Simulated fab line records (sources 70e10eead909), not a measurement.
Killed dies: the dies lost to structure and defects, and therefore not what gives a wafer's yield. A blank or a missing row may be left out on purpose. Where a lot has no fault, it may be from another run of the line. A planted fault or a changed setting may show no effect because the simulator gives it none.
Comparing a struck lot with a sound one	flow nand_harc	42 steps out of a route of 1159
Sound: the wafers L414.1, L414.3, L414.4. Struck: wafer L427.6. (L427.1, L427.4 of the same lot were not struck and are left out.) The cause comes at the end.
Per side, at each step with rows, come the tool, then ch with its chambers, and then its first start. Under that, the readings that differ: sound wafers	struck wafers	difference of the means	sigmas: that difference in standard deviations of wafers without a fault.
alike: same words and numbers on both sides, and readings whose means sit less than 2 such deviations apart. not compared: any withheld reading, any reading some wafer has no value for, any bound like >300 that may hide the same value, and any number with overlapping values for which the record gives no deviation.
The two part at a step that has a row with sigmas, a row that says differs or no value, or rows on one side only. Non-overlapping numbers with no deviation appear without sigmas and do not part them. A reading missing from all wafers of one side parts the sides only when that side holds two or more wafers.

first, 5 steps without rows for these wafers: NHARC_A_CONTACT_ETCH_78 (etches the open film in O2/COS, target depth 2800 nm, time 728 s); NHARC_A_CONTACT_ETCH_124 (etches the open film in C4F8/O2/Ar, time 140 s, target depth 700 nm); NHARC_A_CONTACT_ETCH_125 (etches the open film in C4F8/O2/Ar, time 155 s, target depth 956 nm); NHARC_A_CONTACT_ETCH_126 (etches the open film in C4F8/O2/Ar, time 155 s, target depth 956 nm); NHARC_A_CONTACT_ETCH_127 (etches the open film in C4F8/O2/Ar, time 155 s, target depth 956 nm).
NHARC_A_CONTACT_ETCH_128: etches the open film in C4F8/O2/Ar, time 155 s, target depth 956 nm.
  sound on har_cap_etch-03 ch 0,1, day 16 20:13; struck on har_cap_etch-03 ch 1, day 20 20:08
  alike: chamber_pressure_mTorr
  not compared: rf_hours_counter_h
NHARC_A_CONTACT_ETCH_129: etches the open film in C4F8/O2/Ar, time 155 s, target depth 956 nm.
  sound on har_cap_etch-03 ch 0,1, day 16 20:22; struck on har_cap_etch-03 ch 1, day 20 20:17
  alike: chamber_pressure_mTorr
  not compared: rf_hours_counter_h
then, 2 steps without rows for these wafers: NHARC_A_CONTACT_ETCH_130 (etches the open film in C4F8/O2/Ar, time 155 s, target depth 956 nm); NHARC_A_CONTACT_ETCH_131 (etches the open film in C4F8/O2/Ar, time 155 s, target depth 956 nm).
NHARC_A_CONTACT_ETCH_132: etches the open film in C4F8/O2/Ar, time 156 s, target depth 958 nm.
  sound on har_cap_etch-03 ch 0,1, day 16 20:47; struck on har_cap_etch-03 ch 1, day 20 20:43
  alike: chamber_pressure_mTorr
  not compared: rf_hours_counter_h
then, 2 steps without rows for these wafers: NHARC_A_CONTACT_ETCH_133 (etches the open film in C4F8/O2/Ar, time 195 s, target depth 840 nm); NHARC_A_CONTACT_ETCH_91 (etches the open film in CH3F/O2, target depth 40 nm, time 85.7 s).
NHARC_A_CONTACT_ETCH_97: etches the open film in C4F6/O2, target depth 20 nm, time 10 s.
  sound on rie_diel-11 ch 0,1,3, day 16 21:37; struck on rie_diel-12 ch 3, day 20 21:34
  alike: chamber_pressure_mTorr, drypump_motor_current_A, oes_product_au, rf_vpp_V, showerhead_plenum_p_Torr, throttle_valve_pct
  not compared: rf_hours_counter_h
NHARC_A_CONTACT_CD_MEAS_80:
  sound: cd_sem-03 at day 16 21:41; struck: cd_sem-03 at day 20 21:38
  alike: cd_nm
then, 18 steps without rows for these wafers: NHARC_A_CONTACT_STRIP_103 (strips in N2/H2); NHARC_A_CONTACT_STRIP_104 (strips in CF4/CHF3); NHARC_A_CONTACT_STRIP_105 (strips in O2/COS); NHARC_A_CONTACT_ETCH_106 (etches the open film in CF4/O2, target depth 60 nm, overetch 6 nm, time 33 s); NHARC_A_CONTACT_STRIP_82 (strips in O2); NHARC_A_CONTACT_STRIP_83 (strips in post etch residue remover, time 600 s); NHARC_A_CONTACT_DEP_84 (deposits aC, target thk 2000 nm); NHARC_A_CONTACT_DEP_85 (deposits SiON, target thk 50 nm); NHARC_A_CONTACT_DEHYDRATE_00 (time 120 s); NHARC_A_CONTACT_HMDS_01 (time 30 s); NHARC_A_CONTACT_COAT_86 (time 75 s); NHARC_A_CONTACT_COAT_87 (time 65 s); NHARC_A_CONTACT_COAT_02 (resist thk 90 nm); NHARC_A_CONTACT_SOFTBAKE_03 (time 55 s); NHARC_A_CONTACT_EBR_04; NHARC_A_CONTACT_EXPOSE_05 (exposes mask A CC); NHARC_A_CONTACT_PEB_06 (peb time 65 s); NHARC_A_CONTACT_DEVELOP_07 (develop time 35 s).
NHARC_A_CONTACT_CD_MEAS_08: target cd 100 nm.
  sound on cd_sem-02 ch 0, day 17 00:47; struck on cd_sem-03 ch 0, day 21 03:38
  alike: cd_nm
NHARC_A_CONTACT_OVL_MEAS_09:
  sound: overlay-01 at day 17 00:52; struck: overlay-02 at day 21 03:43
reading	sound	struck	difference	sigmas
overlay_y_nm (nm)	-0.4 -0.1 -0.4	1.8	+2.1	+3
  alike: overlay_x_nm
then, 3 steps without rows for these wafers: NHARC_A_CONTACT_DESCUM_13 (chemistry O2, time 3 s); NHARC_A_CONTACT_ETCH_88 (etches the open film in CF4, target depth 39 nm, time 65 s); NHARC_A_CONTACT_ETCH_89 (etches the open film in N2/H2, target depth 260 nm, time 475.3 s).
NHARC_A_CONTACT_ETCH_30: etches the open film in CF4/CHF3, target depth 60.5 nm, time 30.2 s.
  sound: rie_diel-11 ch 0,1,3; struck: rie_diel-12 ch 3
  alike: chamber_pressure_mTorr, drypump_motor_current_A, oes_product_au, rf_vpp_V, showerhead_plenum_p_Torr, throttle_valve_pct
  not compared: rf_hours_counter_h
NHARC_A_CONTACT_ETCH_31: etches the open film in O2/COS, target depth 2000 nm, time 520 s.
  sound: rie_diel-11 ch 0,1,3; struck: rie_diel-12 ch 2
  alike: chamber_pressure_mTorr, drypump_motor_current_A, oes_product_au, rf_vpp_V, showerhead_plenum_p_Torr, throttle_valve_pct
  not compared: rf_hours_counter_h
then, 2 steps without rows for these wafers: NHARC_A_CONTACT_ETCH_134 (etches the open film in C4F8/O2/Ar, time 140 s, target depth 700 nm); NHARC_A_CONTACT_ETCH_135 (etches the open film in C4F8/O2/Ar, time 132 s, target depth 1287 nm).
-- break in the record here, with 3 days between the starts of the struck wafers on either side (left off in module A_CONTACT, picked up again in module END, where the first step shown is number 1159 on the route) --
NHARC_END_SORT_01:
  the record has rows for the struck wafers here (prober-01 ch 0, day 23 21:59) and none for the sound ones

== WHERE THEY PART ==
At NHARC_A_CONTACT_OVL_MEAS_09 first; at NHARC_END_SORT_01 last (within this record only).

WHY: the cause the simulator had injected
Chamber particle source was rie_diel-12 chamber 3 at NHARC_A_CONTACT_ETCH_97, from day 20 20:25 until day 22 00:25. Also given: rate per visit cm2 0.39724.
